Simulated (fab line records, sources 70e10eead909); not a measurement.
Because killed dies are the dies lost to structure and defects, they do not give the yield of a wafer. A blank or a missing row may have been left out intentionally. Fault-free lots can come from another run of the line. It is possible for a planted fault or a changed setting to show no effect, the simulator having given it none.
Code-filled problem report in 8D (eight disciplines) form | flow nand-harc | the parts of the form that need people (team, actions taken, sign-off) are left out

1. WHAT WENT WRONG
rf-fwd-power-W at NHARC_A_SLIT_ETCH_24 reads a mean of 694.8 W on 6 wafers of 2 lots; wafers without a fault read 496.0 W with a standard deviation of 1.8. That is +99 or more standard deviations from the usual mean.
The step: etches the open film in CF4/CHF3, target depth 121 nm, time 60.5 s.
Earliest sighting: wafer L641.3 on rie-diel-07 at day 27 04:38. Wafers with a number at this step in the record: 33, from 11 lots. By rule, "out" or "out of limits" means more than 4 standard deviations away from the usual mean. All remaining wafers that have a number are taken as sound.

2. WHAT IT IS, WHAT IT ISN'T
question                    | is                             | is not
which readings at this step | rf-fwd-power-W, oes-product-au | chamber-pressure-mTorr, drypump-motor-current-A, mfc-ar-sccm, rf-vpp-V, showerhead-plenum-p-Torr, throttle-valve-pct
which lots                  | L641, L642                     | L623, L624, L625, L626, L627, L629, L630, L634, L635
which wafers of those lots  | all that have a number         | -
read on which tools         | rie-diel-07                    | rie-diel-06, rie-diel-09
when                        | from day 27 04:38              | up to then (27 sound wafers)

3. SUSPECTS, AND WHAT RULES EACH OUT
Counting: a tool at any process step up to the reading remains a suspect when it ran all the lots that are out and ran no sound lot after the first of those.
- pecvd-01 at NHARC_A_SLIT_DEP_23 (deposits SiON, target thk 100 nm): kept. It processed each lot that is out, first L641 at day 27 03:43, and no sound lot thereafter; up to then, the last sound lot it processed was L634 at day 24 03:20.
- rie-diel-07 at NHARC_A_SLIT_ETCH_24 (etches the open film in CF4/CHF3, target depth 121 nm, time 60.5 s): kept. It processed each lot that is out, first L641 at day 27 04:38, and no sound lot thereafter; up to then, the last sound lot it processed was L635 at day 24 19:23. Out on those wafers are its own readings of oes-product-au, rf-fwd-power-W.
Remaining after the count are pecvd-01 at NHARC_A_SLIT_DEP_23 and rie-diel-07 at NHARC_A_SLIT_ETCH_24.

4. THE CAUSE (what the simulator had put in)
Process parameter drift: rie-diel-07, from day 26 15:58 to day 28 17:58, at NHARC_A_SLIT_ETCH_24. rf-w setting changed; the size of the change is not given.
This tool is one of the 2 suspects left after counting.

5. THE CHAIN OF EFFECTS, in route order
Each row: a reading whose mean over the struck wafers that have a number lies more than 3 standard deviations from the usual. Scope: only readings with a usual standard deviation given in the record; hours: median across lots of the time from each lot's start at the first step in this table that gives one to its start at this step; sigmas: change in usual standard deviations.
hours | step                 | reading        | usual      | on struck wafers | change | sigmas
0     | NHARC_A_SLIT_ETCH_24 | oes-product-au | 0.961 a.u. | 1.192            | +0.231 | +14
0     | NHARC_A_SLIT_ETCH_24 | rf-fwd-power-W | 496.0 W    | 694.8            | +198.8 | +99 or more
Its process steps:
- NHARC_A_SLIT_ETCH_24: etches the open film in CF4/CHF3, target depth 121 nm, time 60.5 s.

6. HOW IT WOULD HAVE BEEN CAUGHT EARLIER
In this record the first reading out of limits was taken at day 27 04:38, 13 hours after the fault began at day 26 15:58.
